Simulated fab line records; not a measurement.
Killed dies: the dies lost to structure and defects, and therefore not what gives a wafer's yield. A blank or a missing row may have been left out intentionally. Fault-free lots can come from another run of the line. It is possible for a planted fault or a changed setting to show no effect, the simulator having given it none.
fab line records -- flow n5-finfet
record lots=5, wafers=15, last-day=18
route steps=1938 shown BEOL_M11@1593 BEOL_M12@1602 PASSIVATION@1936
lots untouched by any fault: they come from a run of this same line in which no faults occurred
start-h: hours from the record's opening day to when the first of the lot's shown wafers began -- wait-h: hours elapsed since this lot's preceding step -- " identical to the entry in the row above -- L1.1+2: a row that stands for several wafers -- - either no value or no given start -- * or withheld: withheld -- < > ~ a bound
route shown NAME@n: a module of which the file shows steps, and the number in the route of the first -- usual: mean/standard deviation taken from wafers without a fault -- same: alike in all rows -- chamber/n: place in a boat -- sites: per-site readings -- _std_site: how widely they spread, as a standard deviation -- _edge_site: mean of outer sites minus mean of inner sites -- radius-mm: for every site, how far away it sits from the centre of the wafer -- mask NAME#n: copy n -- behind: the most recent tool/chamber to have shaped the wafer -- hold: why the lot was held/for how many hours/how that ended -- device: the n, p or np transistor that did not switch -- end of line: the same wafers' tests at the end of the route -- where a step has no rows: the recipe by itself -- killed: dies that structure and defects cost at the first sort, which is not the same as the wafer's yield -- map: dies across one wafer; x = killed, . = not, _ = none there
set.NAME: the setting as run; set.NAME@STEP: as run at that earlier step -- model.NAME: the simulator's own value behind a step, which no gauge read
certain route steps with their lots: each step a table, each wafer a row
services: the hour from which a tool's chamber was out of use, counted from the record's first day as start-h (under 0 if before that day), plus the number of hours and why
## steps
# step N5_BEOL_M11_SPUTTER_48
# recipe material=Cu, target-thk-a=120, temp-c=-20, bias-v=60, power-w=26000, chamber-pressure-pa=0.13, time-s=2
# step N5_BEOL_M11_ECD_50
# recipe material=Cu, target-thk-a=3180
# step N5_BEOL_M11_ANNEAL_51
# recipe temp-c=225, time-s=90, ambient=N2
# step N5_BEOL_M11_CMP_52
# recipe stop-on=SiCOH_lowk, t-overpolish-s=7, down-force-psi=1, platen-rpm=50, clearing-platen-down-force-psi=1.5, clearing-platen-rpm=50, post-cmp-clean=cu-alkaline, target-thk-nm=140, clearing-platen-pad-velocity-m-s=0.99484, pad-velocity-m-s=0.99484
# step N5_BEOL_M11_PRE_CLEAN_55
# recipe gas=NH3, time-s=15, temp-c=withheld, rf-power-w=300
# step N5_BEOL_M11_DEP_56
# recipe material=SiCN, target-thk-a=300, temp-c=withheld, precursor=3MS/NH3, pressure-torr=3, rf-w=675, time-s=10.5
# step N5_BEOL_M12_ILD_DEP_00
# recipe material=SiOC, target-thk-a=6589.2, temp-c=350, precursor=DEMS/O2, pressure-torr=5, rf-w=500, time-s=130.7
# step N5_BEOL_M12_COAT_58
# recipe resist=BARC, temp-c=205, time-s=60, spin-rpm=1500, resist-thk-nm=89
# step N5_BEOL_M12_COAT_04
# recipe spin-rpm=1625, resist-thk-nm=400
# usual exhaust-pa=44.8/0.87, spin-speed-rpm=1625.0/1.3
lot.wafer,tool,chamber,start-h,wait-h,exhaust-pa,spin-speed-rpm,model.coat_of_BEOL_M12_COAT_04.thk-nm
L814.2,litho-track-03,0,306.63,-,43.8,1625.7,401.4
L814.3,litho-track-03,0,306.63,-,43.8,1623.3,400.4
L814.4,litho-track-03,0,306.63,-,43.7,1626.0,400.8
L829.2,litho-track-03,0,364.23,-,45.5,1717.4,388.8
L829.4,litho-track-03,0,364.23,-,46.3,1717.3,389
L829.5,litho-track-03,0,364.23,-,45.6,1719.7,389.4
L827.2,litho-track-03,0,376.93,-,44.7,1715.4,389.4
L827.4,litho-track-03,0,376.93,-,44.2,1715.9,390.4
L827.6,litho-track-03,0,376.93,-,45.4,1715.0,390.2
L831.2,litho-track-01,0,380.93,-,44.9,1624.8,402.4
L831.4,litho-track-01,0,380.93,-,44.8,1623.6,402.6
L831.6,litho-track-01,0,380.93,-,44.6,1620.4,401.8
L828.3,litho-track-03,0,383.94,-,45.3,1715.7,390
L828.5,litho-track-03,0,383.94,-,45.3,1716.2,389.6
L828.6,litho-track-03,0,383.94,-,46.0,1715.1,389.8
# step N5_BEOL_M12_EBR_06
# recipe solvent=PGMEA, ebr-width-mm=1.5
# step N5_BEOL_M12_SOFTBAKE_05
# recipe temp-c=130, time-s=60
# step N5_BEOL_M12_EXPOSE_07
# recipe mask-id=V11, na=0.93, source-shape=conventional, sigma-outer=0.6, polarization=unpolarized, attpsm-phase-deg=180, dose-mj=32.5
# step N5_BEOL_M12_PEB_08
# recipe peb-temp-c=130, peb-time-s=90
# step N5_BEOL_M12_DEVELOP_09
# recipe develop-time-s=45, rinse-liquid=diw, dry=air-spin, dev-temp-c=21
# step N5_BEOL_M12_HARDBAKE_14
# recipe temp-c=130, time-s=120
# step N5_BEOL_M12_DESCUM_15
# recipe chemistry=O2, time-s=7.9, source-power-w=50, bias-power-w=20, pressure-mtorr=20, rf-frequency-hz=2.712e+07, temp-c=40, o2-flow-sccm=225
# step N5_BEOL_M12_ETCH_59
# recipe chemistry=N2/H2, target=BARC, target-depth-a=890, overetch-a=267, time-s=67.9, ion-energy-ev=200, pressure-mtorr=30, source-w=840, bias-w=150, n2-flow-sccm=200, h2-flow-sccm=200
# step N5_BEOL_M12_VIA_ETCH_16
# recipe chemistry=C4F8/O2/Ar, target=SiOC, pressure-mtorr=30, source-w=3000, bias-w=700, Ar_flow_sccm=400, C4F8_flow_sccm=15, O2_flow_sccm=8, he-inner-torr=15, he-outer-torr=30, target-depth-a=7248, time-s=withheld, ion-energy-ev=250, ends=cleared
# usual bias-w=700.1/2.3, drypump-motor-current-A=5.7/0.42, oes-product-au=0.73/0.078, rf-vpp-V=666.3/2.7, showerhead-plenum-p-Torr=3.44/0.091, throttle-valve-pct=24.16/0.25
lot.wafer,tool,chamber,start-h,wait-h,bias-w,drypump-motor-current-A,oes-product-au,rf-vpp-V,showerhead-plenum-p-Torr,throttle-valve-pct,model.coat_of_BEOL_M12_COAT_04.thk-nm
L814.2,rie-diel-02,3,307.07,0.0,703.3,5.7,0.77,663.7,3.33,23.93,127.8
L814.3,rie-diel-02,1,307.07,0.0,699.9,5.5,0.83,664.0,3.36,24.32,124.6
L814.4,rie-diel-02,0,307.07,0.0,702.8,6.3,0.69,666.3,3.43,24.52,121
L829.2,rie-diel-03,0,364.80,0.0,703.2,5.0,0.71,666.7,3.42,24.14,113.2
L829.4,rie-diel-03,1,364.80,0.0,697.2,5.8,0.84,664.1,3.34,23.78,117
L829.5,rie-diel-03,2,364.80,0.0,703.5,5.3,0.62,660.6,3.24,24.51,116.2
L827.2,rie-diel-02,3,377.50,0.0,701.2,5.7,0.75,662.2,3.32,23.97,112.2
L827.4,rie-diel-02,1,377.50,0.0,702.9,5.5,0.79,663.9,3.35,24.35,111
L827.6,rie-diel-02,1,377.50,0.0,701.3,5.5,0.78,663.7,3.35,24.35,112.4
L831.2,rie-diel-02,0,381.55,0.0,696.9,6.3,0.67,666.2,3.41,24.57,127.8
L831.4,rie-diel-02,1,381.55,0.0,699.9,5.5,0.79,664.6,3.35,24.37,122.4
L831.6,rie-diel-02,1,381.55,0.0,700.9,5.5,0.79,664.2,3.35,24.37,123.8
L828.3,rie-diel-03,1,384.38,0.0,699.1,5.8,0.82,662.2,3.34,23.78,119.4
L828.5,rie-diel-03,3,384.38,0.0,698.8,4.9,0.75,669.6,3.60,24.14,110.2
L828.6,rie-diel-03,0,384.38,0.0,696.4,5.0,0.69,667.5,3.42,24.17,109
# step N5_BEOL_M12_STRIP_63
# recipe chemistry=N2/H2, power-w=1000, temp-c=250, h2-frac=0.65, overash-fraction=0.3, pressure-mtorr=1000, n2-flow-sccm=1750, h2-flow-sccm=3250
# usual drypump-motor-current-A=5.8/0.31, heater-power-w=328/27, oes-product-au=0.693/0.0047, strip-time-to-endpoint-s=42.8/0.98, temp-c=249.96/0.19
lot.wafer,tool,chamber,start-h,wait-h,drypump-motor-current-A,heater-power-w,oes-product-au,rf-hours-counter-h,strip-time-to-endpoint-s,temp-c
L814.2,plasma-asher-02,1,307.32,-,5.6,298,0.691,85,43.8,249.99
L814.3,plasma-asher-02,1,307.32,-,5.6,294,0.701,-,42.9,249.71
L814.4,plasma-asher-02,0,307.32,-,6.0,358,0.691,-,42.0,250.12
L829.2,plasma-asher-01,0,365.00,-,6.2,289,0.690,141,39.8,249.89
L829.4,plasma-asher-01,0,365.00,-,6.2,306,0.695,-,40.9,250.19
L829.5,plasma-asher-01,1,365.00,-,5.3,336,0.692,-,40.6,250.11
L827.2,plasma-asher-01,0,377.73,-,6.2,308,0.692,143,39.5,250.34
L827.4,plasma-asher-01,0,377.73,-,6.2,303,0.694,-,39.2,249.93
L827.6,plasma-asher-01,0,377.73,-,6.2,301,0.687,-,39.6,249.95
L831.2,plasma-asher-02,1,381.75,-,5.5,304,0.695,101,43.8,249.87
L831.4,plasma-asher-02,1,381.75,-,5.5,303,0.695,-,42.4,250.01
L831.6,plasma-asher-02,0,381.75,-,6.0,360,0.692,-,42.7,249.89
L828.3,plasma-asher-02,0,384.60,-,6.0,365,0.692,-,41.5,249.87
L828.5,plasma-asher-02,1,384.60,-,5.5,301,0.688,-,39.0,249.93
L828.6,plasma-asher-02,0,384.60,-,6.0,352,0.676,-,38.7,249.73
# step N5_BEOL_M12_STRIP_64
# recipe chemistry=N2/H2, power-w=1000, temp-c=250, h2-frac=0.65, overash-fraction=0.3, pressure-mtorr=withheld, n2-flow-sccm=1750, h2-flow-sccm=3250
# step N5_PASSIVATION_PROBE_49
# usual defect-limited-yield=91.2/1.4, killed_at_M0_to_M3=34/9.3, killed_at_M4_up=14/5.9, killed-at-contacts=14/5.7, killed-at-front-end=38/10, killed-at-other=4/3.2, killed-dies=104/17, killed-open=67/13, killed-short=33/6.9, sort_bin_4_leakage=0/3.6, sort_bin_5_function=5.2/1, sort_bin_6_memory=3.3/0.61, sort_bin_8_speed=0.3/1.8, sort-n-pass=1069/52
# same gross-dies=1180, killed-at-back-side=0
lot.wafer,tool,chamber,start-h,wait-h,defect-limited-yield[%],killed_at_M0_to_M3,killed_at_M4_up,killed-at-contacts,killed-at-front-end,killed-at-other,killed-dies,killed-open,killed-short,sort_bin_4_leakage[%],sort_bin_5_function[%],sort_bin_6_memory[%],sort_bin_8_speed[%],sort-n-pass
L814.2,prober-02,-,349.79,0.8,90.7,32,20,11,44,3,110,65,44,0,5.0,4.0,0,1070
L814.3,prober-02,-,349.84,0.9,89.2,42,11,16,58,0,127,92,31,0,6.4,4.2,0,1053
L814.4,prober-02,-,349.89,0.9,90.0,33,11,29,38,7,118,77,38,0,6.6,3.2,0,1062
L829.2,prober-01,-,408.73,0.1,89.2,34,13,34,45,2,128,64,33,0,7.8,2.7,0,1052
L829.4,prober-01,-,408.83,0.2,90.3,50,11,8,41,5,115,65,44,0,5.1,4.3,0,1065
L829.5,prober-01,-,408.88,0.2,91.5,24,10,17,42,7,100,57,37,0,4.7,3.2,0,1080
L827.2,prober-02,-,416.78,0.1,89.9,55,6,23,30,5,119,56,45,0,6.0,3.6,0,1061
L827.4,prober-02,-,416.88,0.2,91.6,49,12,12,23,3,99,66,29,0,5.7,2.5,0,1081
L827.6,prober-02,-,416.98,0.3,86.4,43,5,26,27,59,160,62,20,0,11.8,1.6,0,1020
# killed by level:class
L814.2 FIN_SAQP:geometric-particle:short=12 FIN_SAQP:geometric-particle:open=11 BEOL_M0_SAQP:geometric-particle:short=9 BEOL_M4:geometric-particle:open=7 MOL_CONTACT_COAG:geometric-particle:open=6 MOL_CONTACT_COAG:geometric-particle:short=5 BEOL_M0:geometric-particle:open=5 BEOL_M2:geometric-particle:open=5
L814.3 FIN_SAQP:geometric-particle:open=23 MOL_CONTACT_COAG:geometric-particle:open=15 BEOL_M0_SAQP:geometric-particle:open=12 FIN_SAQP:geometric-particle:short=10 STI_FIN_REVEAL:geometric-particle:open=7 BEOL_M3:geometric-particle:open=7 BEOL_M0_SAQP:geometric-particle:short=6 BEOL_M0:geometric-particle:open=5
L814.4 MOL_CONTACT_COAG:geometric-particle:open=28 BEOL_M0_SAQP:geometric-particle:short=14 FIN_SAQP:geometric-particle:open=12 BEOL_M0_SAQP:geometric-particle:open=6 FIN_SAQP:geometric-particle:short=5 DUMMY_GATE:geometric-particle:open=4 STARTING-WAFER:geometric-particle:short=4 ILD0:geometric-particle:short=3
L829.2 MOL_CONTACT_COAG:area-etch=25 BEOL_M3:geometric-particle:open=16 FIN_SAQP:geometric-particle:open=8 GATE_CUT:geometric-particle:short=8 GATE_CUT:geometric-particle:open=7 STI_FIN_REVEAL:geometric-particle:open=5 MOL_CONTACT_COAG:geometric-particle:open=5 BEOL_M0_SAQP:geometric-particle:open=5
L829.4 BEOL_M0_SAQP:geometric-particle:short=20 BEOL_M0_SAQP:geometric-particle:open=11 BEOL_M3:geometric-particle:open=10 DUMMY_GATE:geometric-particle:open=9 FIN_SAQP:geometric-particle:open=5 MOL_CONTACT_COAG:geometric-particle:open=5 FIN_SAQP:geometric-particle:short=4 STI_FIN_REVEAL:geometric-particle:open=4
L829.5 MOL_CONTACT_COAG:geometric-particle:open=16 BEOL_M0_SAQP:geometric-particle:short=11 STI_FIN_REVEAL:geometric-particle:open=7 BEOL_M0_SAQP:geometric-particle:open=5 GATE_CUT:geometric-particle:short=4 BEOL_M5:geometric-particle:open=4 STARTING-WAFER:geometric-particle:short=4 STARTING-WAFER:geometric-particle:open=4
L827.2 BEOL_M1:geometric-particle:open=20 MOL_CONTACT_COAG:area-etch=15 GATE_CUT:geometric-particle:short=8 BEOL_M0_SAQP:geometric-particle:short=8 BEOL_M2:geometric-particle:open=6 MOL_CONTACT_COAG:geometric-particle:open=5 BEOL_M3:geometric-particle:open=5 FIN_SAQP:geometric-particle:short=4
L827.4 BEOL_M2:geometric-particle:open=12 MOL_CONTACT_COAG:geometric-particle:open=11 BEOL_M0_SAQP:geometric-particle:short=9 STI_FIN_REVEAL:geometric-particle:open=8 BEOL_M3:geometric-particle:open=8 BEOL_M0_SAQP:geometric-particle:open=7 BEOL_M1:geometric-particle:open=5 FIN_SAQP:geometric-particle:open=4
L827.6 PASSIVATION:area-etch=53 MOL_CONTACT_COAG:area-etch=20 BEOL_M0_SAQP:geometric-particle:open=12 BEOL_M1:geometric-particle:open=10 FIN_SAQP:geometric-particle:open=7 BEOL_M0_SAQP:geometric-particle:short=7 MOL_CONTACT_COAG:geometric-particle:open=6 DUMMY_GATE:geometric-particle:open=5
## services
tool,chamber,start-h,hours,kind
rie-diel-02,1,286.15,11.8,repair
rie-diel-02,3,333.88,28.2,repair
rie-diel-03,1,359.08,5.1,repair
rie-diel-03,2,376.64,-,clean
rie-diel-03,2,376.64,-,consumable-replace:focus-ring
rie-diel-03,2,376.64,-,consumable-replace:showerhead
rie-diel-03,2,376.64,19.1,scheduled-down
rie-diel-03,2,376.64,19.1,vent-cycle
## key
first-sign step=N5_BEOL_M12_COAT_04, reading=spin-speed-rpm, direction=up, sigmas=72, usual=*, struck=*
effect step=N5_BEOL_M12_STRIP_63, reading=strip-time-to-endpoint-s, direction=down, sigmas=3, usual=*, struck=*
model-effect step=N5_BEOL_M12_COAT_04, value=coat_of_BEOL_M12_COAT_04.thk-nm, without=400.5, struck=389.6
model-effect step=N5_BEOL_M12_VIA_ETCH_16, value=coat_of_BEOL_M12_COAT_04.thk-nm, without=124.2, struck=113.4
met-at N5_BEOL_M12_COAT_04
struck-wafers L827.2,L827.4,L827.6,L828.3,L828.5,L828.6,L829.2,L829.4,L829.5
baseline-loss step=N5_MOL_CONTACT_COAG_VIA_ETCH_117, wafers=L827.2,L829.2
baseline-loss step=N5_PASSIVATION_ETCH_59, wafers=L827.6
onset-between 306.63 364.23
fault kind=process-parameter-drift, tool=litho-track-03, chamber=-, onset-h=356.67, steps=N5_BEOL_M12_COAT_04, channel=spin-rpm, offset=*, shape=step, end-h=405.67, acts-in=*, stated=*
# baseline-loss: these wafers lose ten dies or more at that step, a loss of the line's own and not of a fault; the sort's usual values leave them out
